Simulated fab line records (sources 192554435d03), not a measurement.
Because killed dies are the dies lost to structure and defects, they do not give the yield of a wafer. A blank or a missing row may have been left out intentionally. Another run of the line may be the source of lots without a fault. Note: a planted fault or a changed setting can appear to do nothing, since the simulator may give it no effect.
Comparing a struck lot with a sound one    flow n5_finfet    15 steps out of a route of 1938
Sound: these wafers, L467.2, L467.3, L467.4. Struck: wafer L466.3. (L466.1, L466.5 of the same lot were not struck and are left out.) The cause comes at the end.
Per side, at each step with rows, come the tool, then ch with its chambers, and then its first start. Under that, the readings that differ: sound wafers    struck wafers    difference of the means    sigmas: that difference in standard deviations of wafers without a fault.
alike: same words and numbers on both sides, and readings whose means sit less than 2 such deviations apart. not compared: any withheld reading, any reading some wafer has no value for, any bound like >300 that may hide the same value, and any number with overlapping values for which the record gives no deviation.
Wherever a step has rows on one side only, a row that says differs or no value, or a row with sigmas, the two part there. When numbers do not overlap yet have no deviation, they are printed without sigmas and do not part them. A reading missing from all wafers of one side parts the sides only when that side holds two or more wafers.

first, 7 steps without rows for these wafers: N5_BEOL_M3_COAT_76 (time 60 s, resist thk 5 nm); N5_BEOL_M3_COAT_22 (resist thk 30 nm); N5_BEOL_M3_EBR_24; N5_BEOL_M3_SOFTBAKE_23 (time 60 s); N5_BEOL_M3_EXPOSE_25 (exposes mask V2, defocus 5 nm); N5_BEOL_M3_PEB_26 (peb time 60 s); N5_BEOL_M3_DEVELOP_27 (develop time 30 s).
N5_BEOL_M3_CD_MEAS_28: target cd 25.7 nm, target cd y 23.3 nm.
  sound on cd_sem-03 ch 0, day 10 18:26; struck on cd_sem-02 ch 0, day 10 14:30
  alike: cd_nm
N5_BEOL_M3_OVL_MEAS_29:
  sound on overlay-02 ch 0, day 10 18:29; struck on overlay-02 ch 0, day 10 14:32
reading      sound           struck  difference  sigmas
V2_OVL (nm)  -0.8 -0.1 -1.5  0.5     +1.3        +2
N5_BEOL_M3_INSPECT_30: inspects for defects (brightfield).
  sound on defect_inspect-02 at day 10 18:32; struck on defect_inspect-01 at day 10 14:35
  alike: raw_defect_count
N5_BEOL_M3_DESCUM_33: chemistry O2, time 7 s.
  sound on rie_diel-04 ch 0,2,3, day 10 18:34; struck on rie_diel-02 ch 2, day 10 14:38
reading                      sound        struck  difference  sigmas
drypump_motor_current_A (A)  5.7 5.6 5.7  6.6     +0.9        +2
  alike: oes_product_au, rf_vpp_V, showerhead_plenum_p_Torr, throttle_valve_pct
  not compared: rf_hours_counter_h
N5_BEOL_M3_ETCH_77: etches underlayer in N2/H2, target depth 6.5 nm, time 5.2 s.
  sound on rie_diel-04 ch 0,2,3, day 10 18:36; struck on rie_diel-02 ch 2, day 10 14:40
  alike: drypump_motor_current_A, etch_rf_on_time_s, oes_product_au, rf_vpp_V, showerhead_plenum_p_Torr, throttle_valve_pct
  not compared: rf_hours_counter_h
N5_BEOL_M3_ETCH_69: etches SiARC in CF4, target depth 15.6 nm, time 26 s.
  sound on rie_diel-04 ch 0,2,3, day 10 18:37; struck on rie_diel-02 ch 2, day 10 14:41
reading                      sound           struck  difference  sigmas
drypump_motor_current_A (A)  5.7 5.6 5.7     6.6     +0.9        +2
etch_rf_on_time_s (s)        26.2 26.6 24.6  15.5    -10.3       -17
oes_product_au (a.u.)        0.61 0.60 0.85  1.03    +0.34       +4
  alike: mfc_ar_sccm, rf_vpp_V, showerhead_plenum_p_Torr, throttle_valve_pct
  not compared: rf_hours_counter_h
N5_BEOL_M3_ALD_98: deposits SiO2, target thk 2.5 nm, pulse time 1 s, co reactant pulse time 1 s.
  sound on ald_sin-01 ch 0,2,3, day 10 18:42; struck on ald_sin-01 ch 2, day 10 14:46
  alike: heater_power_w, precursor_pulse_height_rel
N5_BEOL_M4_RC_MEAS_101:
  sound on prober-01 ch 0, day 11 14:34; struck on prober-01 ch 0, day 11 10:19
  alike: DIBL_N, DIBL_P, IOFF_N, IOFF_P, ION_N, ION_P, SS_N, SS_P, VT_N, VT_P

## WHERE THEY PART
Earliest at N5_BEOL_M3_OVL_MEAS_29; latest, in this record, at N5_BEOL_M3_ETCH_69. Later steps at which nothing parts them and some readings are alike: N5_BEOL_M3_ALD_98, N5_BEOL_M4_RC_MEAS_101.

WHY: the cause the simulator had injected
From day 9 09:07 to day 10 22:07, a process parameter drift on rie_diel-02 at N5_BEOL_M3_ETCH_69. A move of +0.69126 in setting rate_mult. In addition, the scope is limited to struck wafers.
